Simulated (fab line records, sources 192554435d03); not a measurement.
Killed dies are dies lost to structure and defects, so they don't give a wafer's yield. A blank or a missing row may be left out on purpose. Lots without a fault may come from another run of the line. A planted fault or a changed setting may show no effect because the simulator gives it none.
Chamber matching | flow n5_finfet | N5_BEOL_M4_ILD_DEP_00 on pecvd-04: 3 sister chambers
The step deposits SiOC from DEMS/O2, target thk 79 nm, time 15.3 s. 3 wafers are shown with their chamber, then 7 later ones without.

WAFERS WITH THEIR CHAMBER
wafer  | chamber | heater_power_w (W)
L088.5 | 2       | 494
L093.1 | 0       | 566
L093.3 | 1       | 466

WAFERS WITHOUT THEIR CHAMBER
wafer  | heater_power_w (W)
L093.6 | 472
L094.1 | 527
L094.2 | 468
L094.3 | 369
L097.1 | 469
L097.3 | 438
L097.6 | 609

WHICH CHAMBER EACH WENT THROUGH
wafer  | from the rows above          | in truth
L093.6 | can't be placed: 1 or 2      | 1
L094.1 | can't be placed: 2 or 0 or 1 | 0
L094.2 | can't be placed: 1 or 2      | 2
L094.3 | can't be placed: 1 or 2      | 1
L097.1 | can't be placed: 1 or 2      | 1
L097.3 | can't be placed: 1 or 2      | 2
L097.6 | can't be placed: 0 or 2      | 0
Placed correctly: 0 of 7. Can't be placed from these rows: 7 (the true chamber is among the candidates in 7). Placed wrongly: 0.
How it was worked out, from the rows above alone: a wafer's distance from a chamber is the root of the sum, over the readings, of the square of ((its reading less the chamber's mean) divided by the reading's scatter). The wafer belongs to the nearest chamber; if the next one is less than 2 further off, it can't be placed. A chamber's mean is the mean of its shown wafers. The scatter: with one shown wafer a chamber, the root of the mean of the squares of how far each hidden wafer lies from its nearest shown one.
